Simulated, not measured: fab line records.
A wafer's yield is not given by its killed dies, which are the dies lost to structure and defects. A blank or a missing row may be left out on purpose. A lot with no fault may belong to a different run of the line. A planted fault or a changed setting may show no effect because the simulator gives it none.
What tool caused it? | flow n5Finfet | 72 wafers from 24 lots sampled at 5 of the route's 1938 steps

WHAT EACH GAUGE READ, for each wafer
N5_BEOL_M5_CD_MEAS_35: target cd 28 nm, target cd y 24 nm. Usual: cdNm 28.1 nm, standard deviation 0.38.
lot  | measured     | on       | cdNm (nm)      | flag
L074 | day 8 02:07  | cdSem-03 | 27.9 28.0 28.2 | 
L076 | day 8 11:01  | cdSem-02 | 28.8 28.3 27.9 | 
L075 | day 8 12:08  | cdSem-02 | 28.3 28.5 27.9 | 
L077 | day 8 20:24  | cdSem-02 | 28.3 27.9 28.1 | 
L078 | day 8 23:19  | cdSem-03 | 28.8 28.9 27.8 | 
L079 | day 9 05:38  | cdSem-01 | 27.5 27.8 27.9 | 
L080 | day 9 11:38  | cdSem-03 | 28.7 28.0 28.4 | 
L082 | day 9 14:26  | cdSem-03 | 27.7 27.6 28.3 | 
L081 | day 9 19:25  | cdSem-01 | 28.5 27.7 28.0 | 
L083 | day 9 20:48  | cdSem-02 | 28.5 29.0 28.2 | 
L084 | day 10 02:38 | cdSem-02 | 28.0 28.5 28.0 | 
L088 | day 13 01:04 | cdSem-03 | 27.7 27.1 28.2 | 
L095 | day 13 06:19 | cdSem-02 | 28.2 28.6 28.4 | 
L094 | day 13 10:06 | cdSem-02 | 28.6 28.9 28.2 | 
L085 | day 13 13:52 | cdSem-03 | 27.8 27.8 27.7 | 
L090 | day 13 14:14 | cdSem-01 | 28.2 27.6 28.5 | 
L089 | day 13 21:31 | cdSem-01 | 27.5 27.7 27.4 | 
L092 | day 14 00:13 | cdSem-01 | 27.9 28.2 28.2 | 
L091 | day 14 06:44 | cdSem-03 | 28.1 28.1 28.6 | 
L087 | day 14 12:22 | cdSem-01 | 27.3 28.0 28.0 | 
L096 | day 14 16:37 | cdSem-01 | 27.8 28.9 28.5 | 
L093 | day 14 16:57 | cdSem-02 | 27.9 28.0 27.7 | 
L086 | day 14 23:56 | cdSem-01 | 28.2 28.1 28.1 | 
L097 | day 15 09:16 | cdSem-02 | 27.6 28.6 27.9 | 

N5_BEOL_M6_INSPECT_13: inspects for defects (brightfield). Usual: rawDefectCount 355, standard deviation 76.
lot  | measured     | on               | rawDefectCount | flag
L074 | day 8 11:22  | defectInspect-01 | 308 293 310    | 
L076 | day 8 20:46  | defectInspect-01 | 262 300 246    | 
L075 | day 8 21:16  | defectInspect-02 | 247 397 282    | 
L077 | day 9 06:25  | defectInspect-02 | 369 407 488    | 
L078 | day 9 09:16  | defectInspect-02 | 337 414 319    | 
L079 | day 9 15:50  | defectInspect-01 | 461 435 375    | 
L080 | day 9 19:36  | defectInspect-02 | 302 216 385    | 
L082 | day 9 22:49  | defectInspect-02 | 496 328 316    | 
L081 | day 10 03:02 | defectInspect-02 | 404 478 384    | 
L083 | day 10 04:41 | defectInspect-01 | 250 261 400    | 
L084 | day 10 10:51 | defectInspect-01 | 426 327 413    | 
L088 | day 13 10:31 | defectInspect-02 | 314 362 350    | 
L095 | day 13 14:19 | defectInspect-01 | 207 263 206    | 
L094 | day 13 22:08 | defectInspect-02 | 426 392 444    | 
L085 | day 13 22:34 | defectInspect-02 | 330 282 254    | 
L090 | day 13 23:11 | defectInspect-02 | 431 382 325    | 
L089 | day 14 07:13 | defectInspect-02 | 333 452 390    | 
L092 | day 14 08:16 | defectInspect-02 | 327 245 408    | 
L091 | day 14 17:32 | defectInspect-02 | 456 425 454    | 
L087 | day 14 23:19 | defectInspect-01 | 518 498 371    | 
L096 | day 15 06:56 | defectInspect-02 | 337 309 342    | 
L093 | day 15 02:35 | defectInspect-02 | 336 279 372    | 
L086 | day 15 12:36 | defectInspect-01 | 259 293 355    | 
L097 | day 15 18:29 | defectInspect-02 | 294 331 421    | 

TOOL THAT RAN EACH LOT (tool first, then ch and the chambers of the sampled wafers, then the start)
lot  | N5_BEOL_M5_PRE_CLEAN_45     | N5_BEOL_M5_SPUTTER_88       | N5_BEOL_M5_ANNEAL_89
L074 | pvdSputter-03, day 8 02:54  | pvdSputter-01, day 8 06:55  | pvdSputter-01, day 8 06:59
L076 | pvdSputter-01, day 8 11:45  | pvdSputter-02, day 8 15:44  | pvdSputter-02, day 8 15:49
L075 | pvdSputter-03, day 8 13:13  | pvdSputter-01, day 8 17:11  | pvdSputter-01, day 8 17:16
L077 | pvdSputter-03, day 8 20:55  | pvdSputter-03, day 9 00:46  | pvdSputter-03, day 9 00:51
L078 | pvdSputter-01, day 8 23:44  | pvdSputter-01, day 9 03:32  | pvdSputter-01, day 9 03:37
L079 | pvdSputter-02, day 9 06:09  | pvdSputter-01, day 9 10:14  | pvdSputter-01, day 9 10:19
L080 | pvdSputter-03, day 9 12:11  | pvdSputter-03, day 9 16:04  | pvdSputter-03, day 9 16:08
L082 | pvdSputter-01, day 9 15:15  | pvdSputter-01, day 9 19:13  | pvdSputter-01, day 9 19:17
L081 | pvdSputter-03, day 9 19:49  | pvdSputter-03, day 9 23:35  | pvdSputter-03, day 9 23:40
L083 | pvdSputter-01, day 9 21:12  | pvdSputter-02, day 10 01:07 | pvdSputter-02, day 10 01:12
L084 | pvdSputter-02, day 10 03:02 | pvdSputter-03, day 10 06:48 | pvdSputter-03, day 10 06:53
L088 | pvdSputter-03, day 13 01:36 | pvdSputter-02, day 13 05:30 | pvdSputter-02, day 13 05:35
L095 | pvdSputter-03, day 13 06:47 | pvdSputter-01, day 13 10:33 | pvdSputter-01, day 13 10:38
L094 | pvdSputter-03, day 13 10:46 | pvdSputter-02, day 13 14:32 | pvdSputter-02, day 13 14:37
L085 | pvdSputter-01, day 13 14:21 | pvdSputter-03, day 13 18:57 | pvdSputter-03, day 13 19:02
L090 | pvdSputter-02, day 13 15:50 | pvdSputter-02, day 13 19:45 | pvdSputter-02, day 13 19:50
L089 | pvdSputter-03, day 13 22:00 | pvdSputter-02, day 14 02:07 | pvdSputter-02, day 14 02:11
L092 | pvdSputter-03, day 14 00:50 | pvdSputter-03, day 14 04:50 | pvdSputter-03, day 14 04:55
L091 | pvdSputter-01, day 14 07:14 | pvdSputter-01, day 14 11:06 | pvdSputter-01, day 14 11:11
L087 | pvdSputter-01, day 14 12:59 | pvdSputter-01, day 14 17:28 | pvdSputter-01, day 14 17:33
L096 | pvdSputter-03, day 14 17:19 | pvdSputter-02, day 15 00:40 | pvdSputter-02, day 15 00:44
L093 | pvdSputter-03, day 14 17:35 | pvdSputter-03, day 14 21:23 | pvdSputter-03, day 14 21:28
L086 | pvdSputter-03, day 15 01:57 | pvdSputter-03, day 15 07:51 | pvdSputter-03, day 15 07:56
L097 | pvdSputter-02, day 15 09:45 | pvdSputter-01, day 15 14:58 | pvdSputter-01, day 15 15:02
- N5_BEOL_M5_PRE_CLEAN_45: time 30 s.
- N5_BEOL_M5_SPUTTER_88: material Cu, target thk 15 nm, time 27.62 s.
- N5_BEOL_M5_ANNEAL_89: time 1800 s.

WHAT THE TOOLS THEMSELVES READ (means of the sampled wafers that have a number; where no wafer has one, the mark that the record gives instead)
N5_BEOL_M5_PRE_CLEAN_45. Usual: heaterPowerW 338 W, standard deviation 19; susceptorTempC 250.01 C, standard deviation 0.18.
lot  | tool          | heaterPowerW (W) | susceptorTempC (C) | flag
L074 | pvdSputter-03 | 358              | 250.09             | 
L076 | pvdSputter-01 | 306              | 250.06             | 
L075 | pvdSputter-03 | 347              | 250.07             | 
L077 | pvdSputter-03 | 346              | 250.07             | 
L078 | pvdSputter-01 | 327              | 249.97             | 
L079 | pvdSputter-02 | 320              | 249.97             | 
L080 | pvdSputter-03 | 344              | 250.07             | 
L082 | pvdSputter-01 | 336              | 250.03             | 
L081 | pvdSputter-03 | 356              | 250.05             | 
L083 | pvdSputter-01 | 325              | 250.16             | 
L084 | pvdSputter-02 | 322              | 249.91             | 
L088 | pvdSputter-03 | 345              | 249.99             | 
L095 | pvdSputter-03 | 334              | 249.87             | 
L094 | pvdSputter-03 | 358              | 250.21             | 
L085 | pvdSputter-01 | 334              | 249.83             | 
L090 | pvdSputter-02 | 322              | 250.06             | 
L089 | pvdSputter-03 | 347              | 250.01             | 
L092 | pvdSputter-03 | 341              | 250.10             | 
L091 | pvdSputter-01 | 327              | 249.95             | 
L087 | pvdSputter-01 | 335              | 250.11             | 
L096 | pvdSputter-03 | 357              | 250.01             | 
L093 | pvdSputter-03 | 355              | 250.09             | 
L086 | pvdSputter-03 | 352              | 249.83             | 
L097 | pvdSputter-02 | 310              | 250.00             | 

N5_BEOL_M5_SPUTTER_88. Usual: substrateTempC -20.02 C, standard deviation 0.097; susceptorTempC -19.99 C, standard deviation 0.1; throttleValvePct 29.8 %, standard deviation 1.
lot  | tool          | substrateTempC (C) | susceptorTempC (C) | throttleValvePct (%) | flag
L074 | pvdSputter-01 | -19.99             | -19.99             | 30.8                 | 
L076 | pvdSputter-02 | -20.03             | -19.97             | 29.7                 | 
L075 | pvdSputter-01 | -20.00             | -20.06             | 30.2                 | 
L077 | pvdSputter-03 | -19.93             | -19.94             | 29.4                 | 
L078 | pvdSputter-01 | -20.03             | -19.97             | 30.6                 | 
L079 | pvdSputter-01 | -19.93             | -20.03             | 30.1                 | 
L080 | pvdSputter-03 | -20.03             | -20.03             | 30.2                 | 
L082 | pvdSputter-01 | -20.07             | -20.05             | 30.6                 | 
L081 | pvdSputter-03 | -19.86             | -20.04             | 30.3                 | 
L083 | pvdSputter-02 | -20.05             | -19.84             | 29.6                 | 
L084 | pvdSputter-03 | -20.06             | -20.00             | 29.5                 | 
L088 | pvdSputter-02 | -19.88             | -20.00             | 29.3                 | 
L095 | pvdSputter-01 | -20.03             | -20.07             | 30.2                 | 
L094 | pvdSputter-02 | -20.03             | -20.02             | 28.8                 | 
L085 | pvdSputter-03 | -20.11             | -20.06             | 31.2                 | 
L090 | pvdSputter-02 | -20.03             | -19.96             | 29.4                 | 
L089 | pvdSputter-02 | -19.96             | -20.06             | 28.9                 | 
L092 | pvdSputter-03 | -19.95             | -19.96             | 30.3                 | 
L091 | pvdSputter-01 | -19.94             | -20.03             | 30.5                 | 
L087 | pvdSputter-01 | -20.12             | -20.02             | 30.0                 | 
L096 | pvdSputter-02 | -20.02             | -20.06             | 29.2                 | 
L093 | pvdSputter-03 | -20.05             | -19.97             | 29.3                 | 
L086 | pvdSputter-03 | -20.09             | -20.04             | 30.0                 | 
L097 | pvdSputter-01 | -20.04             | -19.99             | 30.2                 | 

N5_BEOL_M5_ANNEAL_89. Usual: heaterPowerW 832 W, standard deviation 45; susceptorTempC 399.99 C, standard deviation 0.24.
lot  | tool          | heaterPowerW (W) | susceptorTempC (C) | flag
L074 | pvdSputter-01 | 792              | 399.96             | 
L076 | pvdSputter-02 | 820              | 399.99             | 
L075 | pvdSputter-01 | 820              | 399.79             | 
L077 | pvdSputter-03 | 844              | 399.93             | 
L078 | pvdSputter-01 | 813              | 399.98             | 
L079 | pvdSputter-01 | 837              | 400.06             | 
L080 | pvdSputter-03 | 854              | 399.71             | 
L082 | pvdSputter-01 | 813              | 399.94             | 
L081 | pvdSputter-03 | 860              | 399.82             | 
L083 | pvdSputter-02 | 815              | 400.05             | 
L084 | pvdSputter-03 | 883              | 400.26             | 
L088 | pvdSputter-02 | 796              | 400.04             | 
L095 | pvdSputter-01 | 842              | 399.87             | 
L094 | pvdSputter-02 | 789              | 399.78             | 
L085 | pvdSputter-03 | 823              | 400.08             | 
L090 | pvdSputter-02 | 817              | 399.94             | 
L089 | pvdSputter-02 | 815              | 399.90             | 
L092 | pvdSputter-03 | 864              | 400.14             | 
L091 | pvdSputter-01 | 800              | 400.44             | 
L087 | pvdSputter-01 | 824              | 399.93             | 
L096 | pvdSputter-02 | 813              | 400.14             | 
L093 | pvdSputter-03 | 882              | 400.12             | 
L086 | pvdSputter-03 | 887              | 400.01             | 
L097 | pvdSputter-01 | 814              | 399.90             | 

THE ANSWER, worked out from the rows above alone
Rule: a lot is off if the mean of its wafers that have a number lies more than 3 standard deviations from the usual mean. A lot without any number at a reading at which 4 lots or more have one is off too. Any other lot the step has rows for is counted as sound. After the gauges, taken in route order, come the tools' own readings; for these a lot's mean is taken, as printed above. The first step at which some lot is off is used, and at that step the reading that is off furthest; a lot without a number counts as furthest.
Across all readings shown, no lot is off: no conclusion can be drawn from this.

WHAT HAD BEEN PUT IN BY THE SIMULATOR
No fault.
